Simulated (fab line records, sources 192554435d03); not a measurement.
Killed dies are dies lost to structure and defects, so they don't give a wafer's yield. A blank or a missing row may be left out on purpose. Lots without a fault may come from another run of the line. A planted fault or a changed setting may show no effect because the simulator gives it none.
fab line records | flow n5_finfet
record lots=24 wafers=72 last_day=18
route steps=1938 shown BEOL_M5@1153
lots that met no fault: from a run of the same line without faults
start_h: hours from the record's first day to the start of the lot's first wafer shown | wait_h: hours since the lot's step before | " the same as in the row above | L1.1+2: a row that stands for several wafers | - no value, or no start given | * or withheld: withheld | < > ~ a bound
route shown NAME@n: a module of which the file shows steps, and the number in the route of the first | usual: mean/standard deviation of fault-free wafers | same: alike in all rows | chamber/n: place in a boat | sites: the reading at each site | _std_site: their standard deviation | _edge_site: outer sites' mean less inner sites' | radius_mm: how far each site lies from the wafer's centre | mask NAME#n: copy n | behind: the tool/chamber that last shaped the wafer | hold: why the lot was held/for how many hours/how that ended | device: the transistor (n, p or np) that didn't switch | end of line: the same wafers' tests at the end of the route | a step without rows: its recipe alone | killed: dies lost to structure and defects at the first sort, not the wafer's yield | map: a wafer's dies, x killed, . not, _ none there
set.NAME: the setting as run; set.NAME@STEP: as run at that earlier step | model.NAME: the simulator's own value behind a step, which no gauge read
steps of the route over a sample of lots; a table a step, a row a wafer
services: from which hour (start_h, from the record's first day; less than 0 if before it) a tool's chamber was out of use, for how many hours, and why
## steps
# step N5_BEOL_M5_ETCH_67
# recipe chemistry=CF4 target=SiARC target_depth_a=156 mask_material=CAR-EUV time_s=26 ion_energy_ev=80 pressure_mtorr=40 source_w=545 bias_w=36 Ar_flow_sccm=100 cf4_flow_sccm=100 ends=cleared
# usual drypump_motor_current_A=5.7/0.4 etch_rf_on_time_s=26.1/0.52 oes_product_au=0.68/0.079 rf_vpp_V=183.9/1.1 showerhead_plenum_p_Torr=2.14/0.068 throttle_valve_pct=15.61/0.26
# columns lot.wafer tool chamber start_h wait_h drypump_motor_current_A etch_rf_on_time_s oes_product_au rf_hours_counter_h rf_vpp_V showerhead_plenum_p_Torr throttle_valve_pct
L074.2 rie_diel-03 3 166.42 0.0 5.5 26.1 0.61 181 186.1 2.22 15.67
L074.4 " 2 " " 6.1 25.9 0.65 161 183.8 2.06 15.71
L074.6 " 0 " " 5.9 26.2 0.72 - 183.6 2.09 15.35
L075.1 rie_diel-03 0 194.02 0.0 5.9 26.4 0.72 57 183.0 2.08 15.35
L075.4 " 3 " " 5.5 26.1 0.60 189 184.7 2.22 15.69
L075.6 " 1 " " 5.7 25.9 0.67 - 183.3 2.14 15.43
L076.3 rie_diel-04 1 197.83 0.0 5.2 27.3 0.56 241 184.7 2.19 15.75
L076.5 " 1 " " 5.2 27.2 0.57 - 184.1 2.19 15.76
L076.6 " 2 " " 5.8 26.3 0.61 - 183.2 2.14 15.65
L077.2 rie_diel-02 3 200.30 0.0 4.8 25.2 0.63 209 182.1 2.04 16.01
L077.4 " 3 " " 4.9 25.2 0.63 - 182.7 2.04 16.01
L077.5 " 0 " " 5.7 26.5 0.83 - 184.3 2.18 15.25
L078.1 rie_diel-04 3 207.39 0.0 6.3 26.7 0.72 57 185.1 2.27 15.60
L078.3 " 1 " " 5.2 27.0 0.56 244 182.9 2.19 15.75
L078.4 " 1 " " 5.2 27.0 0.56 - 184.6 2.19 15.76
L080.2 rie_diel-02 2 219.83 0.0 5.8 25.8 0.65 153 184.4 2.15 15.87
L080.3 " 3 " " 4.9 24.9 0.63 217 182.2 2.04 16.03
L080.6 " 3 " " 4.9 25.2 0.63 - 182.2 2.04 16.03
L079.1 rie_diel-04 2 222.53 0.0 5.8 26.2 0.62 175 185.1 2.14 15.65
L079.3 " 3 " " 6.3 26.7 0.71 60 185.5 2.27 15.60
L079.4 " 0 " " 5.5 26.7 0.59 228 182.5 2.03 15.84
L082.4 rie_diel-03 2 227.53 0.0 6.1 26.4 0.64 180 183.4 2.05 15.72
L082.5 " 3 " " 5.5 26.5 0.60 - 184.3 2.21 15.69
L082.6 " 0 " " 5.9 26.8 0.71 - 183.1 2.08 15.37
L081.3 rie_diel-04 0 231.58 0.0 5.5 26.2 0.59 231 183.0 2.03 15.83
L081.5 " 0 " " 5.5 26.4 0.59 - 183.0 2.03 15.84
L081.6 " 2 " " 5.8 26.0 0.62 - 182.7 2.13 15.67
L085.2 rie_diel-02 2 231.74 0.0 5.8 26.3 0.64 157 184.6 2.15 15.88
L085.3 " 0 " " 5.7 26.5 0.79 13 183.4 2.17 15.25
L085.5 " 2 " " 5.8 26.4 0.63 - 184.2 2.15 15.88
L083.4 rie_diel-04 0 245.75 0.0 5.5 26.5 0.59 - 183.7 2.03 15.85
L083.5 " 3 " " 6.3 26.5 0.71 - 184.2 2.26 15.62
L083.6 " 2 " " 5.8 26.0 0.62 - 184.0 2.13 15.69
L084.3 rie_diel-02 1 249.46 0.0 6.3 25.9 0.82 8 182.5 2.11 15.24
L084.4 " 0 " " 5.7 26.4 0.78 18 183.7 2.17 15.27
L084.5 " 1 " " 6.3 25.6 0.81 - 183.6 2.10 15.23
L086.1 rie_diel-02 0 253.79 0.0 5.7 26.0 0.79 20 183.5 2.17 15.26
L086.3 " 2 " " 5.8 25.6 0.65 163 183.5 2.14 15.89
L086.5 " 1 " " 6.4 25.5 0.82 - 184.1 2.10 15.25
L088.2 rie_diel-04 3 253.97 0.0 6.3 26.6 0.70 72 186.4 2.26 15.62
L088.4 " 0 " " 5.5 26.5 0.59 - 182.5 2.02 15.86
L088.5 " 2 " " 5.8 25.9 0.62 - 184.0 2.13 15.71
L087.1 rie_diel-02 3 254.41 0.0 4.9 24.7 0.63 226 183.6 2.04 16.03
L087.3 " 2 " " 5.9 25.7 0.64 163 182.9 2.14 15.89
L087.6 " 1 " " 6.3 25.7 0.80 - 183.5 2.10 15.24
L089.4 rie_diel-04 3 268.57 0.0 6.3 26.6 0.69 75 186.1 2.26 15.65
L089.5 " 0 " " 5.5 26.4 0.59 - 182.9 2.02 15.84
L089.6 " 1 " " 5.2 26.2 0.82 - 183.5 2.19 15.26
L090.1 rie_diel-03 0 279.94 0.0 5.9 26.6 0.69 81 183.3 2.08 15.38
L090.3 " 1 " " 5.7 25.7 0.65 171 183.0 2.14 15.48
L090.5 " 0 " " 5.9 26.4 0.69 - 183.6 2.08 15.40
L093.2 rie_diel-03 3 285.34 0.0 5.5 26.3 0.59 215 185.1 2.21 15.73
L093.3 " 0 " " 5.9 26.5 0.69 82 183.4 2.07 15.39
L093.5 " 3 " " 5.5 26.1 0.59 - 184.0 2.21 15.73
L091.3 rie_diel-02 1 285.68 0.0 6.3 25.6 0.80 16 182.5 2.10 15.25
L091.5 " 0 " " 5.6 25.7 0.78 - 184.2 2.17 15.29
L091.6 " 3 " " 4.9 25.1 0.62 - 181.5 2.03 16.06
L094.1 rie_diel-02 1 295.00 0.0 6.3 25.7 0.79 19 183.9 2.10 15.27
L094.5 " 2 " " 5.8 26.2 0.62 - 183.8 2.14 15.92
L094.6 " 1 " " 6.4 25.7 0.79 - 183.0 2.10 15.24
L092.2 rie_diel-02 2 295.74 0.0 5.8 25.8 0.63 175 182.5 2.14 15.91
L092.3 " 0 " " 5.7 25.8 0.77 32 185.8 2.17 15.30
L092.6 " 0 " " 5.7 26.1 0.77 - 185.8 2.17 15.31
L095.1 rie_diel-04 3 320.54 0.0 6.3 27.0 0.67 93 185.7 2.25 15.67
L095.4 " 3 " " 6.3 26.8 0.68 - 183.5 2.26 15.66
L095.5 " 2 " " 5.8 26.4 0.60 - 183.7 2.12 15.74
L097.2 rie_diel-04 2 322.88 0.0 5.8 26.2 0.60 209 184.6 2.12 15.75
L097.3 " 1 " " 5.2 26.2 0.77 22 184.7 2.18 15.29
L097.5 " 1 " " 5.2 26.8 0.77 - 183.3 2.18 15.30
L096.1 rie_diel-02 1 328.36 0.0 6.4 26.2 0.76 34 182.9 2.10 15.29
L096.2 " 0 " " 5.7 26.6 0.75 40 184.8 2.17 15.29
L096.5 " 0 " " 5.7 26.4 0.75 - 183.8 2.17 15.31
# step N5_BEOL_M5_CURE_80
# recipe temp_c=370 time_s=120 ambient=DMADMS/He material=SiCOH_lowk
# usual lamp_power_pct=52.31/0.054 wafer_temp_C_max=372.1/0.85
# columns lot.wafer tool chamber start_h wait_h lamp_power_pct wafer_temp_C_max
L074.2 uv_cure-02 0 167.03 0.1 52.27 371.1
L074.4 " 0 " " 52.31 371.8
L074.6 " 0 " " 52.32 371.1
L075.1 uv_cure-01 1 194.62 0.1 52.39 372.4
L075.4 " 1 " " 52.36 374.5
L075.6 " 1 " " 52.35 372.9
L076.3 uv_cure-02 1 198.50 0.1 52.37 372.4
L076.5 " 1 " " 52.33 373.1
L076.6 " 1 " " 52.26 372.4
L077.2 uv_cure-01 1 200.91 0.1 52.22 373.7
L077.4 " 1 " " 52.37 373.5
L077.5 " 1 " " 52.32 372.7
L078.1 uv_cure-02 0 207.97 0.0 52.31 370.9
L078.3 " 0 " " 52.32 370.9
L078.4 " 0 " " 52.43 370.5
L080.2 uv_cure-01 1 220.46 0.1 52.25 372.5
L080.3 " 1 " " 52.36 373.2
L080.6 " 1 " " 52.36 373.5
L079.1 uv_cure-01 2 223.09 0.0 52.29 371.6
L079.3 " 2 " " 52.33 371.3
L079.4 " 2 " " 52.37 371.7
L082.4 uv_cure-03 2 228.25 0.2 52.26 372.3
L082.5 " 2 " " 52.38 371.6
L082.6 " 2 " " 52.27 371.1
L081.3 uv_cure-01 0 232.30 0.2 52.26 373.7
L081.5 " 0 " " 52.27 373.4
L081.6 " 0 " " 52.39 372.5
L085.2 uv_cure-03 2 232.37 0.1 52.44 371.3
L085.3 " 2 " " 52.30 371.9
L085.5 " 2 " " 52.42 371.6
L083.4 uv_cure-01 1 246.46 0.2 52.25 372.7
L083.5 " 1 " " 52.39 372.6
L083.6 " 1 " " 52.30 373.7
L084.3 uv_cure-02 1 250.12 0.1 52.29 372.0
L084.4 " 1 " " 52.27 372.4
L084.5 " 1 " " 52.30 372.0
L086.1 uv_cure-01 2 254.35 0.0 52.32 372.9
L086.3 " 2 " " 52.30 372.2
L086.5 " 2 " " 52.33 371.9
L088.2 uv_cure-03 1 254.59 0.1 52.24 371.9
L088.4 " 1 " " 52.27 372.2
L088.5 " 1 " " 52.31 373.5
L087.1 uv_cure-02 1 254.97 0.0 52.33 372.3
L087.3 " 1 " " 52.27 371.9
L087.6 " 1 " " 52.25 372.5
L089.4 uv_cure-03 1 269.28 0.2 52.36 372.6
L089.5 " 1 " " 52.32 372.7
L089.6 " 1 " " 52.37 373.0
L090.1 uv_cure-01 2 280.51 0.0 52.29 371.5
L090.3 " 2 " " 52.35 371.5
L090.5 " 2 " " 52.24 372.1
L093.2 uv_cure-03 0 285.96 0.1 52.20 373.0
L093.3 " 0 " " 52.28 373.2
L093.5 " 0 " " 52.33 372.0
L091.3 uv_cure-02 2 286.35 0.1 52.28 370.6
L091.5 " 2 " " 52.28 371.5
L091.6 " 2 " " 52.31 370.9
L094.1 uv_cure-02 2 296.05 0.5 52.29 370.9
L094.5 " 2 " " 52.41 370.9
L094.6 " 2 " " 52.27 371.3
L092.2 uv_cure-02 2 296.75 0.5 52.33 370.7
L092.3 " 2 " " 52.25 371.1
L092.6 " 2 " " 52.28 371.2
L095.1 uv_cure-02 2 321.10 0.0 52.34 370.9
L095.4 " 2 " " 52.33 371.1
L095.5 " 2 " " 52.33 371.5
L097.2 uv_cure-03 0 323.49 0.1 52.34 372.2
L097.3 " 0 " " 52.35 373.4
L097.5 " 0 " " 52.33 372.3
L096.1 uv_cure-03 0 329.13 0.3 52.32 372.2
L096.2 " 0 " " 52.30 372.3
L096.5 " 0 " " 52.35 373.9
# step N5_BEOL_M5_ALD_86
# recipe material=TaN target_thk_a=* temp_c=275 ald_precursor_family=PDMAT ald_co_reactant=NH3 pressure_torr=3 carrier_flow_sccm=1500 pulse_time_s=2 purge_time_s=3 co_reactant_purge_time_s=2 co_reactant_pulse_time_s=3 ald_cycles=30 precursor_vessel_temp_c=75 precursor_vessel_pressure_torr=26.25 precursor_vessel_carrier_sccm=1000
# usual heater_power_w=406/34
# same ald_cycles=30 co_reactant_pulse_time_s=3
# columns lot.wafer tool chamber start_h wait_h heater_power_w
L074.2 ald_metal-03 3 167.41 0.0 451
L074.4 " 2 " " 368
L074.6 " 0 " " 419
L075.1 ald_metal-01 0 195.30 0.0 399
L075.4 " 3 " " 410
L075.6 " 0 " " 413
L076.3 ald_metal-01 2 199.14 0.1 368
L076.5 " 1 " " 367
L076.6 " 2 " " 375
L077.2 ald_metal-03 1 202.13 0.3 467
L077.4 " 2 " " 364
L077.5 " 1 " " 475
L078.1 ald_metal-02 1 208.48 0.1 393
L078.3 " 2 " " 466
L078.4 " 0 " " 392
L080.2 ald_metal-03 3 222.74 0.0 460
L080.3 " 0 " " 425
L080.6 " 0 " " 425
L079.1 ald_metal-01 1 223.52 0.0 371
L079.3 " 0 " " 399
L079.4 " 2 " " 372
L082.4 ald_metal-01 1 228.64 0.0 362
L082.5 " 3 " " 414
L082.6 " 0 " " 418
L081.3 ald_metal-02 3 232.84 0.0 375
L081.5 " 2 " " 467
L081.6 " 1 " " 389
L085.2 ald_metal-01 2 233.01 0.1 368
L085.3 " 3 " " 415
L085.5 " 2 " " 375
L083.4 ald_metal-01 2 246.94 0.0 369
L083.5 " 1 " " 361
L083.6 " 0 " " 408
L084.3 ald_metal-02 1 250.84 0.0 400
L084.4 " 0 " " 406
L084.5 " 2 " " 469
L086.1 ald_metal-01 3 255.45 0.1 425
L086.3 " 2 " " 376
L086.5 " 3 " " 409
L088.2 ald_metal-02 2 255.47 0.0 444
L088.4 " 1 " " 389
L088.5 " 2 " " 459
L087.1 ald_metal-01 0 255.65 0.2 413
L087.3 " 2 " " 371
L087.6 " 0 " " 399
L089.4 ald_metal-01 3 270.97 0.1 406
L089.5 " 3 " " 408
L089.6 " 0 " " 403
L090.1 ald_metal-03 3 281.12 0.0 457
L090.3 " 1 " " 470
L090.5 " 0 " " 416
L093.2 ald_metal-03 0 286.73 0.0 422
L093.3 " 1 " " 477
L093.5 " 3 " " 444
L091.3 ald_metal-01 1 287.16 0.0 370
L091.5 " 0 " " 409
L091.6 " 3 " " 431
L094.1 ald_metal-02 3 296.78 0.0 367
L094.5 " 2 " " 456
L094.6 " 3 " " 364
L092.2 ald_metal-03 1 297.54 0.0 466
L092.3 " 3 " " 460
L092.6 " 2 " " 366
L095.1 ald_metal-01 3 323.47 0.1 415
L095.4 " 0 " " 409
L095.5 " 2 " " 371
L097.2 ald_metal-01 1 323.88 0.0 365
L097.3 " 3 " " 411
L097.5 " 2 " " 366
L096.1 ald_metal-02 0 329.90 0.1 404
L096.2 " 3 " " 369
L096.5 " 2 " " 461
# step N5_BEOL_M5_SPUTTER_81
# recipe material=Cu target_thk_a=150 temp_c=-20 chamber_pressure_pa=0.07 power_w=withheld time_s=27.62
# usual throttle_valve_pct=30.1/1
# columns lot.wafer tool chamber start_h wait_h throttle_valve_pct
L074.2 pvd_sputter-03 - 169.05 0.5 30.2
L074.4 " - " " 30.7
L074.6 " - " " 29.6
L075.1 pvd_sputter-02 - 196.97 0.5 28.2
L075.4 " - " " 28.8
L075.6 " - " " 28.9
L076.3 pvd_sputter-01 - 200.98 0.5 29.8
L076.5 " - " " 29.5
L076.6 " - " " 29.8
L077.2 pvd_sputter-03 - 203.96 0.5 29.7
L077.4 " - " " 30.0
L077.5 " - " " 29.5
L078.1 pvd_sputter-03 - 211.47 0.5 30.6
L078.3 " - " " 29.5
L078.4 " - " " 30.1
L080.2 pvd_sputter-03 - 224.34 0.5 29.9
L080.3 " - " " 29.6
L080.6 " - " " 30.3
L079.1 pvd_sputter-02 - 225.19 0.5 31.1
L079.3 " - " " 28.2
L079.4 " - " " 31.0
L082.4 pvd_sputter-01 - 230.36 0.5 30.0
L082.5 " - " " 32.2
L082.6 " - " " 29.7
L081.3 pvd_sputter-03 - 234.57 0.5 30.9
L081.5 " - " " 30.6
L081.6 " - " " 29.6
L085.2 pvd_sputter-02 - 234.75 0.5 28.0
L085.3 " - " " 30.7
L085.5 " - " " 30.7
L083.4 pvd_sputter-03 - 248.67 0.5 29.6
L083.5 " - " " 31.1
L083.6 " - " " 29.9
L084.3 pvd_sputter-02 - 252.58 0.5 28.8
L084.4 " - " " 30.7
L084.5 " - " " 31.0
L086.1 pvd_sputter-03 - 257.01 0.5 30.1
L086.3 " - " " 30.9
L086.5 " - " " 29.9
L088.2 pvd_sputter-02 - 257.04 0.5 30.7
L088.4 " - " " 30.9
L088.5 " - " " 30.8
L087.1 pvd_sputter-01 - 257.23 0.5 29.8
L087.3 " - " " 32.3
L087.6 " - " " 30.5
L089.4 pvd_sputter-03 - 272.56 0.5 30.2
L089.5 " - " " 30.9
L089.6 " - " " 30.0
L090.1 pvd_sputter-02 - 283.68 0.5 28.2
L090.3 " - " " 31.1
L090.5 " - " " 28.2
L091.3 pvd_sputter-02 - 288.78 0.5 28.9
L091.5 " - " " 31.0
L091.6 " - " " 27.9
L093.2 pvd_sputter-03 - 296.26 8.4 31.0
L093.3 " - " " 30.4
L093.5 " - " " 29.9
L094.1 pvd_sputter-01 - 298.33 0.5 29.8
L094.5 " - " " 30.9
L094.6 " - " " 29.9
L092.2 pvd_sputter-02 - 299.51 0.5 31.2
L092.3 " - " " 28.8
L092.6 " - " " 28.3
L095.1 pvd_sputter-03 - 325.06 0.5 30.2
L095.4 " - " " 30.1
L095.5 " - " " 30.5
L097.2 pvd_sputter-01 - 325.52 0.5 31.1
L097.3 " - " " 32.0
L097.5 " - " " 29.8
L096.1 pvd_sputter-01 - 331.59 0.5 30.1
L096.2 " - " " 30.8
L096.5 " - " " 30.8
# step N5_BEOL_M5_CMP_52
# recipe stop_on=SiCOH_lowk t_overpolish_s=6.9 down_force_psi=1 platen_rpm=50 clearing_platen_down_force_psi=1.5 clearing_platen_rpm=50 post_cmp_clean=cu_alkaline target_thk_nm=62 clearing_platen_pad_velocity_m_s=0.99484 pad_velocity_m_s=0.99484
# usual barrier_field_endpoint_s=24.6/0.53 motor_current_A=6.2/0.68 overpolish_run_s=6.901/0.0093 platen_rpm=50.00/0.038 time_to_endpoint_s=62.8/2.8
# columns lot.wafer tool chamber start_h wait_h barrier_field_endpoint_s motor_current_A overpolish_run_s platen_rpm time_to_endpoint_s
L074.2 cmp-01 1 172.89 0.3 24.4 6.5 6.903 49.95 62.8
L074.4 " 2 " " 24.6 7.4 6.914 49.98 62.4
L074.6 " 0 " " 24.8 5.5 6.908 50.05 64.3
L075.4 cmp-04 3 200.76 0.2 24.9 7.0 6.884 50.06 62.1
L075.1 " 1 " " 24.3 6.2 6.924 50.01 63.1
L075.6 " 3 " " 24.3 6.8 6.898 49.96 62.2
L076.3 cmp-01 0 204.74 0.2 24.3 5.7 6.906 49.95 61.6
L076.5 " 0 " " 24.9 5.2 6.915 49.91 60.3
L076.6 " 1 " " 24.4 6.5 6.911 50.03 60.7
L077.2 cmp-04 1 207.72 0.2 25.3 6.3 6.897 50.02 64.8
L077.4 " 2 " " 24.9 5.7 6.905 50.01 63.8
L077.5 " 2 " " 24.4 5.8 6.900 50.00 61.5
L078.3 cmp-04 2 215.25 0.2 25.2 5.7 6.891 49.99 64.5
L078.4 " 3 " " 24.2 6.9 6.887 49.95 61.8
L078.1 " 1 " " 24.9 6.0 6.889 50.01 65.8
L080.2 cmp-01 2 228.14 0.2 24.2 6.9 6.914 50.00 63.1
L080.3 " 0 " " 24.7 5.3 6.905 49.99 63.0
L080.6 " 1 " " 24.1 6.3 6.912 49.96 61.6
L079.4 cmp-03 3 228.96 0.1 24.8 5.6 6.891 50.01 59.7
L079.1 " 0 " " 25.0 7.0 6.894 49.95 65.5
L079.3 " 2 " " 24.8 5.2 6.900 49.97 62.2
L082.4 cmp-01 3 234.32 0.2 24.4 6.6 6.897 50.06 62.1
L082.5 " 0 " " 24.8 5.4 6.906 50.01 64.0
L082.6 " 1 " " 24.0 6.4 6.897 50.03 63.3
L081.3 cmp-03 1 238.33 0.2 24.4 5.2 6.901 50.02 65.6
L081.5 " 1 " " 24.5 5.4 6.901 49.99 65.3
L081.6 " 2 " " 25.1 5.4 6.902 49.99 66.7
L085.2 cmp-01 0 238.64 0.2 24.9 5.6 6.899 50.07 61.0
L085.3 " 1 " " 23.9 6.8 6.890 49.98 59.9
L085.5 " 0 " " 24.7 5.5 6.923 50.02 64.8
L083.4 cmp-04 2 252.43 0.1 25.6 5.8 6.897 49.94 63.4
L083.5 " 2 " " 24.6 5.9 6.898 50.04 62.1
L083.6 " 3 " " 24.9 6.7 6.912 50.00 62.0
L084.3 cmp-04 1 256.34 0.2 26.0 6.0 6.894 49.99 65.9
L084.4 " 3 " " 25.4 7.1 6.880 49.99 63.8
L084.5 " 2 " " 25.4 5.7 6.896 50.07 63.5
L088.2 cmp-03 1 260.80 0.2 24.9 5.3 6.895 49.97 62.0
L088.4 " 3 " " 24.9 5.6 6.896 50.02 63.3
L088.5 " 2 " " 25.7 5.4 6.907 49.97 67.7
L086.1 cmp-01 3 260.80 0.3 23.6 6.3 6.891 49.98 58.2
L086.3 " 1 " " 24.1 6.0 6.905 49.98 61.7
L086.5 " 3 " " 23.9 6.7 6.889 49.99 58.4
L087.1 cmp-04 2 261.04 0.3 24.3 5.7 6.907 49.96 63.9
L087.3 " 3 " " 24.2 6.9 6.899 50.01 64.2
L087.6 " 2 " " 24.6 5.8 6.896 50.02 65.9
L089.4 cmp-01 1 276.32 0.1 24.8 6.4 6.901 49.92 61.4
L089.5 " 1 " " 24.6 6.5 6.906 49.99 58.0
L089.6 " 2 " " 24.6 7.2 6.904 49.92 58.7
L090.1 cmp-01 3 287.44 0.3 24.1 6.2 6.897 50.00 58.3
L090.3 " 0 " " 24.4 5.3 6.899 49.98 64.8
L090.5 " 3 " " 24.1 6.5 6.911 49.98 59.8
L091.3 cmp-01 0 292.62 0.2 25.7 5.6 6.897 49.97 62.6
L091.6 " 3 " " 24.5 6.3 6.902 49.99 59.7
L091.5 " 0 " " 25.1 5.3 6.904 50.04 62.5
L093.3 cmp-03 3 300.02 0.2 23.8 5.4 6.906 50.00 63.9
L093.2 " 1 " " 25.1 5.4 6.907 50.02 68.5
L093.5 " 3 " " 24.5 5.7 6.906 49.99 62.5
L094.1 cmp-03 1 302.21 0.4 24.3 5.2 6.907 49.98 62.3
L094.5 " 2 " " 24.8 5.7 6.903 49.99 66.5
L094.6 " 3 " " 24.6 5.4 6.897 50.00 59.2
L092.2 cmp-03 3 303.31 0.2 24.2 5.5 6.899 49.98 61.3
L092.3 " 0 " " 25.5 6.8 6.895 50.00 70.0
L092.6 " 2 " " 24.9 5.3 6.906 50.00 64.6
L095.4 cmp-01 1 328.86 0.2 23.7 6.5 6.914 49.98 58.2
L095.1 " 2 " " 23.5 7.2 6.887 50.04 59.4
L095.5 " 0 " " 24.3 5.5 6.902 50.00 60.6
L097.3 cmp-03 1 329.47 0.2 24.8 5.2 6.911 49.99 64.1
L097.2 " 3 " " 24.6 5.8 6.887 49.98 61.6
L097.5 " 1 " " 24.5 4.9 6.892 49.97 64.0
L096.2 cmp-04 0 335.47 0.3 25.6 6.9 6.904 50.01 64.1
L096.1 " 1 " " 25.4 5.8 6.891 50.05 64.2
L096.5 " 2 " " 25.3 5.8 6.892 50.03 63.2
# step N5_BEOL_M5_INSPECT_58
# recipe inspect_instrument=darkfield mode=post_dep
# usual raw_defect_count=68/23
# columns lot.wafer tool chamber start_h wait_h raw_defect_count
L074.2 defect_inspect-01 - 173.39 0.0 45
L074.4 " - " " 92
L074.6 " - " " 50
L075.1 defect_inspect-02 - 201.31 0.0 88
L075.4 " - " " 69
L075.6 " - " " 62
L076.3 defect_inspect-01 - 205.33 0.0 46
L076.5 " - " " 33
L076.6 " - " " 32
L077.2 defect_inspect-02 - 208.30 0.0 75
L077.4 " - " " 56
L077.5 " - " " 92
L078.1 defect_inspect-01 - 215.83 0.0 113
L078.3 " - " " 72
L078.4 " - " " 54
L080.2 defect_inspect-02 - 228.70 0.0 82
L080.3 " - " " 110
L080.6 " - " " 82
L079.1 defect_inspect-01 - 229.58 0.0 41
L079.3 " - " " 35
L079.4 " - " " 41
L082.4 defect_inspect-02 - 234.94 0.0 49
L082.5 " - " " 75
L082.6 " - " " 53
L081.3 defect_inspect-02 - 238.92 0.0 104
L081.5 " - " " 53
L081.6 " - " " 55
L085.2 defect_inspect-01 - 239.18 0.0 64
L085.3 " - " " 70
L085.5 " - " " 77
L083.4 defect_inspect-01 - 253.01 0.0 48
L083.5 " - " " 37
L083.6 " - " " 44
L084.3 defect_inspect-01 - 256.94 0.0 60
L084.4 " - " " 87
L084.5 " - " " 80
L086.1 defect_inspect-02 - 261.35 0.0 55
L086.3 " - " " 44
L086.5 " - " " 62
L088.2 defect_inspect-02 - 261.39 0.0 77
L088.4 " - " " 91
L088.5 " - " " 57
L087.1 defect_inspect-01 - 261.62 0.0 73
L087.3 " - " " 110
L087.6 " - " " 58
L089.4 defect_inspect-02 - 276.90 0.0 56
L089.5 " - " " 92
L089.6 " - " " 48
L090.1 defect_inspect-02 - 288.02 0.0 51
L090.3 " - " " 69
L090.5 " - " " 106
L091.3 defect_inspect-01 - 293.16 0.0 50
L091.5 " - " " 32
L091.6 " - " " 49
L093.2 defect_inspect-02 - 300.60 0.0 50
L093.3 " - " " 44
L093.5 " - " " 65
L094.1 defect_inspect-02 - 302.67 0.0 106
L094.5 " - " " 69
L094.6 " - " " 72
L092.2 defect_inspect-01 - 303.86 0.0 34
L092.3 " - " " 39
L092.6 " - " " 36
L095.1 defect_inspect-02 - 329.40 0.0 98
L095.4 " - " " 94
L095.5 " - " " 140
L097.2 defect_inspect-02 - 330.05 0.0 85
L097.3 " - " " 52
L097.5 " - " " 82
L096.1 defect_inspect-02 - 336.15 0.0 72
L096.2 " - " " 87
L096.5 " - " " 86
## services
# columns tool chamber start_h hours kind
uv_cure-03 - 150.24 4.6 repair
pvd_sputter-02 - 162.27 23.5 repair
ald_metal-01 1 165.80 31.0 repair
uv_cure-01 - 170.01 0.6 repair
rie_diel-04 0 176.83 7.2 repair
cmp-01 - 178.17 4.0 pm
uv_cure-03 - 180.91 3.4 pm
cmp-01 - 183.39 0.2 repair
uv_cure-03 - 190.25 5.0 pm
rie_diel-04 0 204.06 8.8 repair
cmp-04 - 227.87 4.1 pm
cmp-01 - 240.40 0.8 repair
cmp-03 - 240.84 7.0 pm
cmp-04 - 249.13 2.6 repair
rie_diel-02 1 257.11 6.0 repair
cmp-01 - 262.66 2.6 repair
cmp-01 - 269.90 1.7 repair
rie_diel-04 0 284.54 18.3 repair
rie_diel-02 3 293.80 6.4 repair
pvd_sputter-02 - 310.46 4.5 repair
pvd_sputter-02 - 324.98 1.7 repair
uv_cure-02 - 325.66 7.5 pm
pvd_sputter-03 - 330.58 2.5 repair
pvd_sputter-03 - 333.25 7.2 repair
## key
fault none
